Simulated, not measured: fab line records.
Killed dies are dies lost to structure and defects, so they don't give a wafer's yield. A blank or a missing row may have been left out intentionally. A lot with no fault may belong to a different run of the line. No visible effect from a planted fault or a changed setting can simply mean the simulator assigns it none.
fab line records | flow n5Finfet
record: lots: 6 wafers: 18 lastDay: 17
route steps=1938 shown STI_FIN_REVEAL@202 DUMMY_GATE@212 BEOL_M4@1111 PASSIVATION@1936
lots untouched by any fault: they come from a run of this same line in which no faults occurred
startH: hours from the record's first day to the start of the lot's first wafer shown | waitH: how many hours have passed since the lot's step before this one | " same as the row above | L1.1+2: a row that stands for several wafers | - no value, or no start was given | * or withheld: withheld | < > ~ a bound
route shown NAME@n: a module of which the file shows steps, and the number in the route of the first | usual: mean and standard deviation over wafers with no fault | same: alike in all rows | chamber/n: place in a boat | sites: each site's reading | _std_site: standard deviation of those values | _edge_site: mean of outer sites minus mean of inner sites | radiusMm: for every site, how far away it sits from the centre of the wafer | mask NAME#n: copy n | behind: the last tool/chamber to shape the wafer | hold: why the lot was held/for how many hours/how that ended | device: the n, p or np transistor that did not switch | end of line: the tests these same wafers got at the end of their route | a step with no rows: only its recipe | killed: the dies lost at the first sort to structure and to defects; this is not the yield of the wafer | map: dies across one wafer; x = killed, . = not, _ = none there
set.NAME: the setting that was run; set.NAME@STEP: the one run at that earlier step | model.NAME: the simulator's own value behind a step, which no gauge read
lots at some steps of the route; a table a step, a row a wafer
services: a tool's chamber out of use, with start hour (startH, from the record's first day; less than 0 if before it), hours out, and reason
== steps ==
step: N5_STI_FIN_REVEAL_STRIP_35
recipe: chemistry: H3PO4 material: Si3N4 tempC: 165 targetDepthA: 40 timeS: 39
step: N5_STI_FIN_REVEAL_SRD_21
recipe: dry: ipaMarangoni timeS: 30 tempC: 23 rinseLiquid: diw
step: N5_STI_FIN_REVEAL_OXIDATION_33
recipe: chemistry: O2_PLASMA_REMOTE tempC: 150 timeS: 20 pressureMtorr: 1000 sourcePowerW: 2000 o2FlowSccm: 3000
usual: drypumpMotorCurrentA: 5.8/0.39 heaterPowerW: 144/12 rfFwdPowerW: 1975/13
columns lot.wafer tool chamber startH waitH drypumpMotorCurrentA heaterPowerW rfFwdPowerW rfHoursCounterH
L887.4 plasmaAsher-02 0 37.87 0.0 6.2 154 1985 -
L887.5 " 1 " " 6.0 145 1973 -
L887.6 " 0 " " 6.2 151 1990 -
L896.1 plasmaAsher-01 0 92.06 0.0 5.3 156 1975 87
L896.4 " 1 " " 6.0 130 1977 -
L896.5 " 0 " " 5.2 158 1975 -
L898.1 plasmaAsher-01 1 104.94 0.0 6.0 130 1985 88
L898.5 " 1 " " 6.0 130 1989 -
L898.6 " 0 " " 5.2 160 1956 -
L901.1 plasmaAsher-02 1 120.37 0.0 6.0 143 1972 47
L901.4 " 1 " " 6.0 144 1972 -
L901.6 " 1 " " 6.0 144 1962 -
L907.1 plasmaAsher-02 0 156.21 0.0 6.2 148 1977 53
L907.3 " 1 " " 6.0 144 1974 -
L907.4 " 0 " " 6.2 152 1978 -
L908.3 plasmaAsher-01 1 163.03 0.0 6.1 131 1990 -
L908.5 " 0 " " 5.3 155 1964 -
L908.6 " 1 " " 6.1 129 1989 -
step: N5_STI_FIN_REVEAL_CLEAN_19
recipe: chemistry: O3/DIW tempC: 25 timeS: 120 o3Ppm: 10
step: N5_STI_FIN_REVEAL_SRD_23
recipe: dry: ipaMarangoni timeS: 30 tempC: 23 rinseLiquid: diw
step: N5_STI_FIN_REVEAL_CD_MEAS_22
recipe: targetCdNm: 6.238 pitchNm: 28 polarity: line
usual: cdNm: 6.26/0.27
columns lot.wafer tool chamber startH waitH cdNm
L887.4 cdSem-03 - 38.03 0.0 6.10
L887.5 " - " " 6.28
L887.6 " - " " 6.44
L896.1 cdSem-03 - 92.22 0.0 5.96
L896.4 " - " " 6.66
L896.5 " - " " 6.40
L898.1 cdSem-03 - 105.10 0.0 6.71
L898.5 " - " " 6.20
L898.6 " - " " 6.33
L901.1 cdSem-03 - 120.53 0.0 6.28
L901.4 " - " " 6.45
L901.6 " - " " 6.11
L907.1 cdSem-01 - 156.38 0.0 5.90
L907.3 " - " " 6.75
L907.4 " - " " 5.79
L908.3 cdSem-02 - 163.17 0.0 6.57
L908.5 " - " " 6.35
L908.6 " - " " 7.01
step: N5_STI_FIN_REVEAL_FIN_H_MEAS_10
usual: trenchDepthNm: 52.0/0.68
columns lot.wafer tool chamber startH waitH trenchDepthNm
L887.4 ocd-01 - 38.06 0.0 53.3
L887.5 " - " " 53.2
L887.6 " - " " 52.1
L896.1 ocd-02 - 92.25 0.0 52.2
L896.4 " - " " 52.9
L896.5 " - " " 52.6
L898.1 ocd-02 - 105.13 0.0 52.5
L898.5 " - " " 51.8
L898.6 " - " " 52.0
L901.1 ocd-02 - 120.56 0.0 52.7
L901.4 " - " " 51.2
L901.6 " - " " 51.9
L907.1 ocd-02 - 156.41 0.0 51.4
L907.3 " - " " 51.6
L907.4 " - " " 51.2
L908.3 ocd-02 - 163.20 0.0 50.7
L908.5 " - " " 51.7
L908.6 " - " " 51.6
step: N5_STI_FIN_REVEAL_PRECLEAN_18
recipe: chemistry: SC2 timeS: 45 tempC: 35 mix: 1:1:50
step: N5_STI_FIN_REVEAL_SRD_28
recipe: dry: ipaMarangoni timeS: 30 tempC: 23 rinseLiquid: diw
step: N5_STI_FIN_REVEAL_INSPECT_13
recipe: inspectInstrument: darkfield mode: postClean
usual: rawDefectCount: 11/4.4
columns lot.wafer tool chamber startH waitH rawDefectCount
L887.4 defectInspect-02 - 38.15 0.0 12
L887.5 " - " " 5
L887.6 " - " " 7
L896.1 defectInspect-02 - 92.34 0.0 20
L896.4 " - " " 15
L896.5 " - " " 5
L898.1 defectInspect-01 - 105.22 0.0 14
L898.5 " - " " 9
L898.6 " - " " 24
L901.1 defectInspect-01 - 120.65 0.0 11
L901.4 " - " " 10
L901.6 " - " " 4
L907.1 defectInspect-01 - 156.50 0.0 13
L907.3 " - " " 10
L907.4 " - " " 15
L908.3 defectInspect-01 - 163.29 0.0 12
L908.5 " - " " 16
L908.6 " - " " 12
step: N5_DUMMY_GATE_PRECLEAN_00
recipe: chemistry: O3/DIW timeS: 60 tempC: 22 o3Ppm: 10
step: N5_DUMMY_GATE_SRD_01
recipe: timeS: 30 tempC: 23 rinseLiquid: diw dry: ipaMarangoni
step: N5_DUMMY_GATE_ALD_02
recipe: material: SiO2 targetThkA: 20 tempC: 300 aldPrecursorFamily: BDEAS aldCoReactant: O2-plasma pulseTimeS: 1 pressureTorr: 2
usual: heaterPowerW: 478/34 precursorPulseHeightRel: 1.001/0.017 susceptorTempC: 300.01/0.19
columns lot.wafer tool chamber startH waitH heaterPowerW precursorPulseHeightRel susceptorTempC
L887.4 aldSin-02 0 38.38 0.2 470 0.988 299.77
L887.5 " 2 " " 429 0.989 299.87
L887.6 " 3 " " 492 0.989 300.10
L896.1 aldSin-01 0 92.76 0.4 454 0.998 299.82
L896.4 " 1 " " 439 1.002 300.08
L896.5 " 1 " " 447 1.026 300.08
L898.1 aldSin-01 3 105.71 0.4 503 0.995 296.40
L898.5 " 0 " " 455 1.004 296.37
L898.6 " 3 " " 506 0.980 296.69
L901.1 aldSin-01 1 120.74 0.0 445 1.013 296.00
L901.4 " 2 " " 443 1.006 295.98
L901.6 " 1 " " 444 1.012 296.07
L907.1 aldSin-03 3 156.59 0.0 512 1.014 299.92
L907.3 " 2 " " 480 1.002 300.34
L907.4 " 1 " " 546 1.013 300.06
L908.3 aldSin-02 1 163.38 0.0 493 1.027 300.19
L908.5 " 1 " " 504 0.993 300.00
L908.6 " 0 " " 488 1.023 300.12
step: N5_DUMMY_GATE_CVD_03
recipe: material: a-Si targetThkA: 1500 tempC: 530 precursor: SiH4 timeS: 8042
step: N5_BEOL_M4_RC_MEAS_101
usual: DIBL_N: 35.8/1.6 DIBL_P: 36.0/2.1 IOFF_N: 0.153/0.026 IOFF_P: 0.21/0.037 ION_N: 673/11 ION_P: 462/7.6 SS_N: 71.4/0.53 SS_P: 73.2/0.67 VT_N: 250/3.2 VT_P: -250/3.7
columns lot.wafer tool chamber startH waitH DIBL_N[mV/V] DIBL_P[mV/V] IOFF_N[nA/um] IOFF_P[nA/um] ION_N[uA/um] ION_P[uA/um] SS_N[mV/dec] SS_P[mV/dec] VT_N[mV] VT_P[mV]
L887.4 prober-02 0 169.88 0.5 33.7 34.6 0.130 0.19 675 469 70.5 72.6 251 -250
L887.5 " 0 " " 36.0 37.8 0.163 0.24 694 477 71.3 72.8 247 -248
L887.6 " 0 " " 32.9 33.0 0.114 0.16 670 460 70.0 72.0 252 -254
L896.1 prober-01 0 224.79 0.0 36.6 37.9 0.170 0.24 686 473 71.9 73.9 247 -249
L896.4 " 0 " " 36.3 37.9 0.173 0.23 692 468 71.4 73.4 246 -249
L896.5 " 0 " " 34.9 35.2 0.139 0.19 675 467 71.8 72.5 250 -251
L898.1 prober-01 0 245.27 0.0 35.4 36.0 0.160 0.18 678 456 71.4 73.2 249 -252
L898.5 " 0 " " 35.1 35.6 0.145 0.17 658 453 71.7 72.6 250 -255
L898.6 " 0 " " 36.8 37.9 0.188 0.20 684 451 72.5 73.9 247 -252
L901.1 prober-02 0 249.51 0.0 36.2 37.7 0.169 0.24 684 481 71.1 74.0 246 -247
L901.4 " 0 " " 37.4 38.1 0.177 0.26 677 470 72.2 73.0 246 -248
L901.6 " 0 " " 37.2 38.2 0.173 0.25 668 467 72.7 73.0 248 -247
L907.1 prober-02 0 285.26 0.0 34.6 36.0 0.152 0.20 669 464 71.7 71.9 251 -249
L907.3 " 0 " " 36.1 38.1 0.192 0.26 680 469 72.4 73.9 247 -248
L907.4 " 0 " " 34.1 35.4 0.149 0.21 665 457 71.0 72.8 250 -248
L908.3 prober-02 0 302.71 0.3 39.4 39.4 0.192 0.24 675 463 71.8 73.6 248 -246
L908.5 " 0 " " 39.6 40.7 0.196 0.26 671 462 71.4 74.8 247 -247
L908.6 " 0 " " 37.3 38.1 0.157 0.22 669 465 70.8 73.8 252 -250
step: N5_PASSIVATION_PROBE_49
usual: defectLimitedYield: 91.3/1.5 killed_at_M0_to_M3: 33/12 killed_at_M4_up: 13/5.2 killedAtContacts: 13/6.7 killedAtFrontEnd: 40/11 killedAtOther: 4.1/2.7 killedDies: 103/17 killedOpen: 69/13 killedShort: 33/8.4 sort_bin_5_function: 5.1/1 sort_bin_6_memory: 3.2/0.62 sortNPass: 1077/17 sortYieldPct: 91.3/1.5
same: grossDies: 1180 killedAtBackSide: 0 sort_bin_4_leakage[%]: 0 sort_bin_8_speed[%]: 0
columns lot.wafer tool chamber startH waitH defectLimitedYield[%] killed_at_M0_to_M3 killed_at_M4_up killedAtContacts killedAtFrontEnd killedAtOther killedDies killedOpen killedShort sort_bin_5_function[%] sort_bin_6_memory[%] sortNPass sortYieldPct[%]
L887.4 prober-01 - 270.72 0.2 91.0 32 20 16 35 3 106 77 27 4.2 4.5 1074 91.0
L887.5 prober-01 - 270.77 0.2 92.1 37 7 7 41 1 93 69 23 4.2 3.6 1087 92.1
L887.6 prober-01 - 270.82 0.3 93.4 19 22 6 26 5 78 51 25 3.7 2.9 1102 93.4
L896.1 prober-01 - 325.48 0.0 90.6 32 11 20 43 5 111 70 40 5.8 3.1 1069 90.6
L896.4 prober-01 - 325.63 0.2 94.2 27 9 10 19 3 68 44 24 2.7 3.0 1112 94.2
L896.5 prober-01 - 325.68 0.2 91.5 33 10 7 47 3 100 62 37 4.9 2.9 1080 91.5
L898.1 prober-01 - 358.54 0.7 89.7 27 19 20 53 3 122 81 39 5.8 3.9 1058 89.7
L898.5 prober-01 - 358.74 0.9 91.5 27 19 10 44 0 100 71 27 5.4 2.8 1080 91.5
L898.6 prober-01 - 358.79 1.0 91.4 22 11 12 56 0 101 71 28 4.3 3.6 1079 91.4
L901.1 prober-02 - 363.70 0.0 90.5 39 8 14 45 6 112 74 38 5.2 4.1 1068 90.5
L901.4 prober-02 - 363.85 0.2 91.9 37 10 6 42 1 96 64 26 4.7 3.0 1084 91.9
L901.6 prober-02 - 363.95 0.3 91.9 28 15 11 37 4 95 67 26 4.7 3.3 1085 91.9
killed by level:class
L887.4 BEOL_M4:geometricParticle:open=13 MOL_CONTACT_COAG:geometricParticle:open=12 BEOL_M0_SAQP:geometricParticle:open=11 FIN_SAQP:geometricParticle:open=10 BEOL_M0_SAQP:geometricParticle:short=9 FIN_SAQP:geometricParticle:short=5 STI_FIN_REVEAL:geometricParticle:open=5 BEOL_M1:geometricParticle:open=5
L887.5 BEOL_M0_SAQP:geometricParticle:open=12 BEOL_M3:geometricParticle:open=12 FIN_SAQP:geometricParticle:open=9 FIN_SAQP:geometricParticle:short=7 MOL_CONTACT_COAG:geometricParticle:open=7 STI_FIN_REVEAL:geometricParticle:open=6 BEOL_M0_SAQP:geometricParticle:short=6 BEOL_M2:geometricParticle:open=4
L887.6 BEOL_M4:geometricParticle:open=12 FIN_SAQP:geometricParticle:open=7 FIN_SAQP:geometricParticle:short=7 MOL_CONTACT_COAG:geometricParticle:open=5 STARTING-WAFER:geometricParticle:open=5 BEOL_M0_SAQP:geometricParticle:short=4 BEOL_M2:geometricParticle:open=4 BEOL_M3:geometricParticle:open=3
L896.1 STI_FIN_REVEAL:geometricParticle:open=13 MOL_CONTACT_COAG:geometricParticle:open=13 BEOL_M2:geometricParticle:open=10 BEOL_M0_SAQP:geometricParticle:open=9 BEOL_M0_SAQP:geometricParticle:short=9 BEOL_M5:geometricParticle:open=8 MOL_CONTACT_COAG:geometricParticle:short=7 FIN_SAQP:geometricParticle:open=5
L896.4 BEOL_M0_SAQP:geometricParticle:open=10 BEOL_M0_SAQP:geometricParticle:short=8 MOL_CONTACT_COAG:geometricParticle:open=6 STI_FIN_REVEAL:geometricParticle:open=5 MOL_CONTACT_COAG:geometricParticle:short=4 BEOL_M4:geometricParticle:open=4 BEOL_M2:geometricParticle:open=3 BEOL_M5:geometricParticle:open=3
L896.5 STI_FIN_REVEAL:geometricParticle:open=12 BEOL_M0_SAQP:geometricParticle:short=11 FIN_SAQP:geometricParticle:short=8 BEOL_M2:geometricParticle:open=8 MOL_CONTACT_COAG:geometricParticle:open=7 BEOL_M0_SAQP:geometricParticle:open=6 FIN_SAQP:geometricParticle:open=5 GATE_CUT:geometricParticle:short=5
L898.1 MOL_CONTACT_COAG:geometricParticle:open=17 STI_FIN_REVEAL:geometricParticle:open=15 GATE_CUT:geometricParticle:open=10 BEOL_M1:geometricParticle:open=8 STI_FIN_REVEAL:geometricParticle:short=7 BEOL_M4:geometricParticle:open=7 GATE_CUT:geometricParticle:short=6 BEOL_M2:geometricParticle:open=6
L898.5 STI_FIN_REVEAL:geometricParticle:open=19 MOL_CONTACT_COAG:geometricParticle:open=9 BEOL_M0_SAQP:geometricParticle:open=8 FIN_SAQP:geometricParticle:open=7 BEOL_M0_SAQP:geometricParticle:short=6 BEOL_M4:geometricParticle:open=5 GATE_CUT:geometricParticle:open=5 FIN_SAQP:geometricParticle:short=4
L898.6 STI_FIN_REVEAL:geometricParticle:open=21 MOL_CONTACT_COAG:geometricParticle:open=9 BEOL_M3:geometricParticle:open=8 DUMMY_GATE:geometricParticle:open=6 BEOL_M4:geometricParticle:open=6 FIN_SAQP:geometricParticle:short=4 STI_FIN_REVEAL:geometricParticle:short=4 GATE_CUT:geometricParticle:open=4
L901.1 STI_FIN_REVEAL:geometricParticle:open=15 MOL_CONTACT_COAG:geometricParticle:open=12 BEOL_M3:geometricParticle:open=9 FIN_SAQP:geometricParticle:open=7 BEOL_M0_SAQP:geometricParticle:short=6 GATE_CUT:geometricParticle:short=5 BEOL_M3:geometricParticle:short=5 FIN_SAQP:geometricParticle:short=4
L901.4 FIN_SAQP:geometricParticle:open=7 STI_FIN_REVEAL:geometricParticle:open=7 BEOL_M3:geometricParticle:open=7 BEOL_M2:geometricParticle:open=6 MOL_CONTACT_COAG:geometricParticle:open=5 DUMMY_GATE:geometricParticle:open=5 GATE_CUT:geometricParticle:open=5 BEOL_M1:geometricParticle:short=5
L901.6 FIN_SAQP:geometricParticle:open=12 MOL_CONTACT_COAG:geometricParticle:open=9 DUMMY_GATE:geometricParticle:open=7 BEOL_M3:geometricParticle:open=7 BEOL_M5:geometricParticle:open=7 FIN_SAQP:geometricParticle:short=4 STI_FIN_REVEAL:geometricParticle:open=4 BEOL_M0_SAQP:geometricParticle:short=4
== services ==
columns tool chamber startH hours kind
aldSin-03 0 13.98 3.0 repair
aldSin-01 2 26.50 3.3 repair
aldSin-03 3 32.30 27.2 repair
aldSin-03 - 55.78 0.5 repair
aldSin-03 3 63.97 3.4 repair
aldSin-03 - 87.08 14.0 pm
aldSin-03 0 87.08 14.0 ventCycle
aldSin-03 1 87.08 14.0 ventCycle
aldSin-03 2 87.08 14.0 ventCycle
aldSin-03 3 87.08 14.0 ventCycle
aldSin-03 0 101.08 - clean
aldSin-03 1 101.08 - clean
aldSin-03 2 101.08 - clean
aldSin-03 3 101.08 - clean
plasmaAsher-02 - 142.88 3.1 repair
== key ==
firstSign: step: N5_DUMMY_GATE_ALD_02 reading: susceptorTempC direction: down sigmas: 20 usual: * struck: *
effect none on later readings
metAt N5_DUMMY_GATE_ALD_02
struckWafers L898.1,L898.5,L898.6,L901.1,L901.4,L901.6
onsetBetween 92.76 105.71
fault: kind: processParameterDrift tool: aldSin-01 chamber: - onsetH: 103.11 steps: N5_DUMMY_GATE_ALD_02 channel: tempC offset: * shape: step endH: 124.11 actsIn: * stated: *
